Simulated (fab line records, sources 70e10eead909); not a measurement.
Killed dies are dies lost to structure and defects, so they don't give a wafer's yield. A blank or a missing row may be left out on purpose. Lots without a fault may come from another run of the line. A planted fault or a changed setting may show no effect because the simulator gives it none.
Chamber matching | flow nand_harc | NHARC_P_GATE_DESCUM_13 on rie_diel-02: 4 sister chambers
The step chemistry O2, time 3 s. 8 wafers are shown with their chamber, then 10 later ones without.

WAFERS WITH THEIR CHAMBER
wafer  | chamber | showerhead_plenum_p_Torr (Torr) | drypump_motor_current_A (A)
L081.4 | 3       | 2.00                            | 5.3
L081.6 | 2       | 2.00                            | 4.9
L085.3 | 1       | 1.94                            | 5.7
L085.5 | 3       | 1.99                            | 5.2
L089.3 | 0       | 2.00                            | 5.2
L089.5 | 2       | 2.00                            | 4.9
L091.2 | 0       | 2.00                            | 5.3
L091.5 | 1       | 1.94                            | 5.6

WAFERS WITHOUT THEIR CHAMBER
wafer  | showerhead_plenum_p_Torr (Torr) | drypump_motor_current_A (A)
L091.6 | 2.00                            | 5.3
L093.2 | 1.99                            | 5.3
L093.4 | 2.00                            | 5.3
L093.5 | 2.00                            | 5.3
L093.1 | 2.00                            | 4.9
L093.3 | 1.94                            | 5.7
L093.6 | 1.99                            | 5.3
L094.3 | 1.99                            | 5.3
L094.4 | 1.94                            | 5.7
L094.6 | 1.99                            | 5.3

WHICH CHAMBER EACH WENT THROUGH
wafer  | from the rows above     | in truth
L091.6 | can't be placed: 0 or 3 | 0
L093.2 | can't be placed: 3 or 0 | 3
L093.4 | can't be placed: 0 or 3 | 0
L093.5 | can't be placed: 0 or 3 | 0
L093.1 | 2                       | 2
L093.3 | 1                       | 1
L093.6 | can't be placed: 3 or 0 | 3
L094.3 | can't be placed: 3 or 0 | 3
L094.4 | 1                       | 1
L094.6 | can't be placed: 3 or 0 | 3
Placed correctly: 3 of 10. Can't be placed from these rows: 7 (the true chamber is among the candidates in 7). Placed wrongly: 0.
How it was worked out, from the rows above alone: a wafer's distance from a chamber is the root of the sum, over the readings, of the square of ((its reading less the chamber's mean) divided by the reading's scatter). The wafer belongs to the nearest chamber; if the next one is less than 2 further off, it can't be placed. A chamber's mean is the mean of its shown wafers. The scatter: the root of (the sum of the squares of (reading less its chamber's mean) over the shown wafers, divided by (wafers less chambers)).
